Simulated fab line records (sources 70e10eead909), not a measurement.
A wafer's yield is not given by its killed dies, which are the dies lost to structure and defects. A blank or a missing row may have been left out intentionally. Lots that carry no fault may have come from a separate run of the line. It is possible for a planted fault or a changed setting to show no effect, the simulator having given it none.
A struck lot beside a sound one | flow nand_harc | 13 out of 1302 route steps
Sound: these wafers, L915.3, L915.4, L915.6. The struck wafers were L909.1, L909.3, L909.6. The cause is given at the end.
At each step with rows: each side's tool, then ch and its chambers, then its first start. Under that, the readings that differ: sound wafers | struck wafers | difference of the means | sigmas: that difference in standard deviations of wafers without a fault.
alike: words and numbers the same on both sides, and readings whose means are apart by under 2 such deviations; not compared: readings that were withheld, readings missing a value for some wafer, numbers with overlapping values and no deviation given by the record, and bounds like >300 which may hide the same value.
Wherever a step has rows on one side only, a row that says differs or no value, or a row with sigmas, the two part there. Non-overlapping numbers with no deviation appear without sigmas and do not part them. A reading that every wafer of one side lacks parts them only if that side has two wafers or more.

first, 5 steps without rows for these wafers: NHARC_A_ZERO_WELL_SOFTBAKE_05 (time 70 s); NHARC_A_ZERO_WELL_EBR_06; NHARC_A_ZERO_WELL_EXPOSE_07 (exposes mask A ZERO); NHARC_A_ZERO_WELL_PEB_08 (peb time 80 s); NHARC_A_ZERO_WELL_DEVELOP_09 (time 50 s).
NHARC_A_ZERO_WELL_CD_MEAS_10 targets a cd of 2000 nm.
  sound on cd_sem-02 ch 0, day 16 01:14; struck on cd_sem-01 ch 0, day 13 09:44
  alike: cd_nm
then, 1 step without rows for these wafers: NHARC_A_ZERO_WELL_HARDBAKE_11 (time 65 s).
NHARC_A_ZERO_WELL_DESCUM_12: chemistry O2, time 3 s.
  sound on rie_diel-03 ch 1,3, day 16 01:24; struck on rie_diel-03 ch 1,2,3, day 13 09:54
  alike: drypump_motor_current_A, oes_product_au, rf_vpp_V, showerhead_plenum_p_Torr, throttle_valve_pct
  not compared: rf_hours_counter_h
NHARC_A_ZERO_WELL_ETCH_19: etches the open film in N2/H2, target depth 80 nm, overetch 24 nm, time 87.88 s.
  sound on rie_diel-03 ch 0,2,3, day 16 01:29; struck on rie_diel-03 ch 2,3, day 13 10:01
  reading                | sound                | struck               | difference | sigmas
  throttle_valve_pct (%) | 14.171 14.162 14.150 | 14.177 14.190 14.170 | +0.018     | +2
  alike: drypump_motor_current_A, oes_product_au, rf_vpp_V, showerhead_plenum_p_Torr
  not compared: rf_hours_counter_h
NHARC_A_ZERO_WELL_ETCH_13: etches the open film in HBr/Cl2, target depth 120 nm, time 40.1 s.
  sound on rie_si-06 ch 1,2, day 16 01:35; struck on rie_si-02 ch 1,2,3, day 13 10:09
  alike: drypump_motor_current_A, oes_product_au, throttle_valve_pct
  not compared: rf_hours_counter_h
then, 1 step without rows for these wafers: NHARC_A_ZERO_WELL_STRIP_14 (strips in SPM, time 900 s).
NHARC_A_ZERO_WELL_IMPLANT_15:
  struck on implanter-02, day 13 10:41; sound on implanter-02 ch 0, day 16 02:13
  no value came back on the struck wafers for beam_energy_keV, beam_on_s (s); on the sound wafers beam_energy_keV reads 150.08 150.03 150.02
then, 1 step without rows for these wafers: NHARC_A_ZERO_WELL_PRECLEAN_22 (cleans in SC1, time 60 s).

## WHERE THEY PART
Earliest at NHARC_A_ZERO_WELL_ETCH_19; latest, in this record, at NHARC_A_ZERO_WELL_IMPLANT_15.

WHY: what the simulator had put in
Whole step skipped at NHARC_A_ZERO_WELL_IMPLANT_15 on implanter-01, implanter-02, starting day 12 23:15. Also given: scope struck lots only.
